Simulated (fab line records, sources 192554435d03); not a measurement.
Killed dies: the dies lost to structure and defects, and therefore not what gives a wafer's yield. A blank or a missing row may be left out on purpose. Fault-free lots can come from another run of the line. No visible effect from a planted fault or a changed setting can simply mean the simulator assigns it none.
Problem report in the 8D (eight disciplines) form, filled by code ; flow n5_finfet ; the parts of the form that need people (team, actions taken, sign-off) are left out

1. PROBLEM STATEMENT
N5_BEOL_M2_ETCH_64, bias_w: mean 202.4 W over 1 wafer from 1 lot; wafers with no fault: 150.0 W, standard deviation 0.39. So: +99 or more standard deviations from the usual mean.
The step: etches SOC in N2/H2, target depth 75 nm, overetch 22.5 nm, time 121.9 s.
The first sign was on wafer L866.5 at day 10 20:05, on rie_diel-05. At this step, 15 wafers from 5 lots have a number in the record. Rule for "out" (also "out of limits"): further than 4 standard deviations from the usual mean. The other wafers with a number count as sound.

2. WHAT IT IS AND WHAT IT IS NOT
question;is;is not
which readings at this step;bias_w, rf_vpp_V;drypump_motor_current_A, h2_flow_sccm, oes_product_au, showerhead_plenum_p_Torr, throttle_valve_pct
which lots;L866;L852, L856, L871, L872
which wafers of those lots;L866.5;L866.3, L866.4
read on which tools;rie_diel-05;rie_diel-03, rie_diel-04
when;from day 10 20:05;"up to then (8 sound wafers); but 6 sound wafers of L871, L872 came after"

3. THE SUSPECTS, EACH WITH WHAT RULES IT OUT
Counting: if a tool at a process step up to the reading ran every lot that is out, it stays a suspect. Sound lots after the first of them don't rule it out here, since some wafers of a struck lot are sound.
- rie_diel-05 at N5_BEOL_M2_DESCUM_16 (chemistry O2, time 7 s): kept. L866, the lot that is out, went through it at day 10 20:01; up to then, the latest sound lot through it was L852 at day 7 04:55.
- rie_diel-05 at N5_BEOL_M2_ETCH_74 (etches underlayer in N2/H2, target depth 6.5 nm, time 5.2 s): kept. L866, the lot that is out, went through it at day 10 20:02; up to then, the latest sound lot through it was L852 at day 7 04:56.
- rie_diel-05 at N5_BEOL_M2_ETCH_63 (etches SiARC in CF4, target depth 15.6 nm, time 26 s): kept. L866, the lot that is out, went through it at day 10 20:04; up to then, the latest sound lot through it was L852 at day 7 04:58.
- rie_diel-05 at N5_BEOL_M2_ETCH_64 (etches SOC in N2/H2, target depth 75 nm, overetch 22.5 nm, time 121.9 s): kept. L866, the lot that is out, went through it at day 10 20:05; up to then, the latest sound lot through it was L852 at day 7 04:59. Its own bias_w, rf_vpp_V readings are out on those wafers.
- In rie_diel-05 at N5_BEOL_M2_DESCUM_16, the wafers that are out were processed in chamber 2 and their sound lot-mates in chambers 1, 3.
- In rie_diel-05 at N5_BEOL_M2_ETCH_74, the wafers that are out were processed in chamber 2 and their sound lot-mates in chambers 1, 3.
- In rie_diel-05 at N5_BEOL_M2_ETCH_63, the wafers that are out were processed in chamber 2 and their sound lot-mates in chambers 1, 3.
- In rie_diel-05 at N5_BEOL_M2_ETCH_64, the wafers that are out were processed in chamber 2 and their sound lot-mates in chambers 1, 3.
Left after counting: rie_diel-05 at N5_BEOL_M2_DESCUM_16, rie_diel-05 at N5_BEOL_M2_ETCH_74, rie_diel-05 at N5_BEOL_M2_ETCH_63, rie_diel-05 at N5_BEOL_M2_ETCH_64.

4. THE CAUSE (what the simulator had put in)
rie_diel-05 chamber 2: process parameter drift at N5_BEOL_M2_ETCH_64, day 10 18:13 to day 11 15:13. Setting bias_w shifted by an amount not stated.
Counting leaves 4 suspects; this tool is one of them.

5. THE CHAIN OF EFFECTS, in route order
Each row: a reading where the mean over the struck wafers with a number is more than 3 standard deviations away from the usual. Readings are gone through only where the record gives a usual standard deviation; hours: the median, over the lots, of the time from a lot's start at the first step in this table giving one to that lot's start at this step; sigmas: the change measured in usual standard deviations.
hours;step;reading;usual;on struck wafers;change;sigmas
0;N5_BEOL_M2_ETCH_64;bias_w;150.0 W;202.4;+52.4;+99 or more
0;N5_BEOL_M2_ETCH_64;rf_vpp_V;524.7 V;633.5;+108.8;+49
Here are the process steps it includes:
- N5_BEOL_M2_ETCH_64: etches SOC in N2/H2, target depth 75 nm, overetch 22.5 nm, time 121.9 s.
At these later measuring or inspecting steps, every struck wafer for which the step has a row has a number for every such reading, and none has moved that far: N5_BEOL_M4_RC_MEAS_101.

6. WHAT WOULD HAVE CAUGHT IT SOONER
In this record no reading fell out of limits until day 10 20:05, 2 hours after the fault had begun at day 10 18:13.
